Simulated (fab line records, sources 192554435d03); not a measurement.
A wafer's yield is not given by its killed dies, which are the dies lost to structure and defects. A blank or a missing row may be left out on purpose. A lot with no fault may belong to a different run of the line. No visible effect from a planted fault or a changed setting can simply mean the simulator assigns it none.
What tool caused it? | flow n5Finfet | 8 lots with 24 wafers sampled at 5 steps, on a route of 1938 steps

## WHAT EACH GAUGE READ, for each wafer
N5_BEOL_M4_RC_MEAS_101.
lot  | measured     | on        | DIBL_N (mV/V)
L868 | day 10 05:23 | prober-01 | 33.9 35.8 33.8
L874 | day 10 15:55 | prober-01 | 35.5 35.7 34.7
L876 | day 11 14:42 | prober-01 | 38.7 38.2 37.8
L879 | day 12 23:00 | prober-02 | 33.7 38.6 35.6
L886 | day 14 11:29 | prober-02 | 34.9 37.0 37.3
L887 | day 14 05:22 | prober-02 | 34.3 34.8 33.7
L889 | day 15 14:51 | prober-02 | 35.6 34.9 36.8
L891 | day 16 21:25 | prober-01 | 35.7 37.1 35.8

## TOOL THAT RAN EACH LOT (tool first, then ch and the chambers of the sampled wafers, then the start)
lot  | N5_MOL_CONTACT_COAG_CO_FILL_22 | N5_MOL_CONTACT_COAG_ETCH_89       | N5_MOL_CONTACT_COAG_ETCH_90       | N5_MOL_CONTACT_COAG_ETCH_47
L868 | cvdCo-02 ch 0,1, day 4 19:11   | rieDiel-02 ch 0,1,3, day 5 01:52  | rieDiel-02 ch 0,1,3, day 5 01:53  | rieDiel-03 ch 1,3, day 5 02:25
L874 | cvdCo-01 ch 0,1, day 6 08:12   | rieDiel-03 ch 0,1, day 6 15:34    | rieDiel-03 ch 0,1, day 6 15:35    | rieDiel-02 ch 1,3, day 6 16:07
L876 | cvdCo-02 ch 0,2, day 6 22:48   | rieDiel-02 ch 1,2, day 7 04:46    | rieDiel-02 ch 1,2, day 7 04:47    | rieDiel-02 ch 2,3, day 7 05:19
L879 | cvdCo-01 ch 1,2, day 7 17:58   | rieDiel-02 ch 1,2,3, day 8 00:22  | rieDiel-02 ch 1,2,3, day 8 00:23  | rieDiel-06 ch 0,1,3, day 8 00:59
L886 | cvdCo-02 ch 0,1, day 9 06:49   | rieDiel-03 ch 0,1, day 9 14:22    | rieDiel-03 ch 0,1, day 9 14:23    | rieDiel-03 ch 0,2,3, day 9 14:55
L887 | cvdCo-02 ch 0,1,2, day 9 12:55 | rieDiel-06 ch 0,3, day 9 20:11    | rieDiel-06 ch 0,3, day 9 20:12    | rieDiel-06 ch 2,3, day 9 20:45
L889 | cvdCo-01 ch 0,1,2, day 9 23:07 | rieDiel-03 ch 0,1,3, day 10 08:21 | rieDiel-03 ch 0,1,3, day 10 08:22 | rieDiel-02 ch 0,1,3, day 10 08:56
L891 | cvdCo-02 ch 1,2, day 10 11:12  | rieDiel-02 ch 0,3, day 10 19:13   | rieDiel-02 ch 0,3, day 10 19:14   | rieDiel-03 ch 0,1,3, day 10 19:46
- N5_MOL_CONTACT_COAG_CO_FILL_22: material Co, precursor CCTBA/H2, target thk 20 nm.
- N5_MOL_CONTACT_COAG_ETCH_89: etches underlayer in N2/H2, target depth 13 nm, time 10.4 s.
- N5_MOL_CONTACT_COAG_ETCH_90: etches SiARC in CF4, target depth 13 nm, time 21.7 s.
- N5_MOL_CONTACT_COAG_ETCH_47: etches SiNx in CH3F/O2, stops on W, target depth 27 nm.

## THE ANSWER, worked out from the rows above alone
Rule: the usual values come from the lots themselves. The widest of any qualifying gaps counts: lots, ordered by their means at a reading, are off when they make up no more than a third of the lots, leave a main group of 4 or more, and stand apart from it by 3 or more times the standard deviation of that group's means. A main group whose means are all the same, to the digits that the tables above print for the reading, isn't used. A lot without any number at a reading at which 4 lots or more have one is off too. All remaining lots with rows at the step are treated as sound.
Nothing can be told from this: no lot is off at any reading shown.

## WHAT HAD BEEN PUT IN BY THE SIMULATOR
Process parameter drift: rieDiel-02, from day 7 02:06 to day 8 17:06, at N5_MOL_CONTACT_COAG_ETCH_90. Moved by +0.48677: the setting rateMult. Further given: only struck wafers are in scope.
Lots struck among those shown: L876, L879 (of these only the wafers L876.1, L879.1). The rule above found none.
